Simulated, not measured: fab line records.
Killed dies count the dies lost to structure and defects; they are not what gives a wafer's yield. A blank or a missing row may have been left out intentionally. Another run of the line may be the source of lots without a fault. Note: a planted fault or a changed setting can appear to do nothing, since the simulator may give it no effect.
Matching of chambers | flow n5_finfet | N5_BEOL_M12_CMP_49 on cmp-04: 4 sister chambers
The step polishes, stops on SiOC, t overpolish 20.6 s, target thk 320 nm. 4 wafers are shown with their chamber, then 9 later ones without.

== WAFERS WITH THEIR CHAMBER ==
wafer  | chamber | motor_current_A (A)
L084.3 | 3       | 6.8
L084.4 | 2       | 5.5
L088.2 | 1       | 5.9
L088.5 | 0       | 7.4

== WAFERS WITHOUT THEIR CHAMBER ==
wafer  | motor_current_A (A)
L086.1 | 7.0
L086.3 | 7.0
L086.5 | 6.2
L094.1 | 6.5
L094.5 | 6.0
L094.6 | 6.0
L097.2 | 7.1
L097.3 | 5.7
L097.5 | 5.7

== WHICH CHAMBER EACH WENT THROUGH ==
wafer  | from the rows above          | in truth
L086.1 | can't be placed: 3 or 0      | 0
L086.3 | can't be placed: 3 or 0      | 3
L086.5 | can't be placed: 1 or 3 or 2 | 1
L094.1 | can't be placed: 3 or 1      | 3
L094.5 | can't be placed: 1 or 2      | 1
L094.6 | can't be placed: 1 or 2      | 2
L097.2 | can't be placed: 3 or 0      | 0
L097.3 | can't be placed: 1 or 2      | 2
L097.5 | can't be placed: 1 or 2      | 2
0 of 9 placed correctly. From these rows, 9 cannot be placed; in 9 the true chamber is one of the candidates. Placed wrongly: 0.
How it was worked out, from the rows above alone: a wafer's distance from a chamber is the root of the sum, over the readings, of the square of ((its reading less the chamber's mean) divided by the reading's scatter). The wafer belongs to the nearest chamber; if the next one is less than 2 further off, it can't be placed. For every chamber, the mean is computed from those of its wafers that are shown. The scatter (one wafer shown for each chamber): square how far every hidden wafer sits from the nearest shown wafer, average those squares and take the square root.
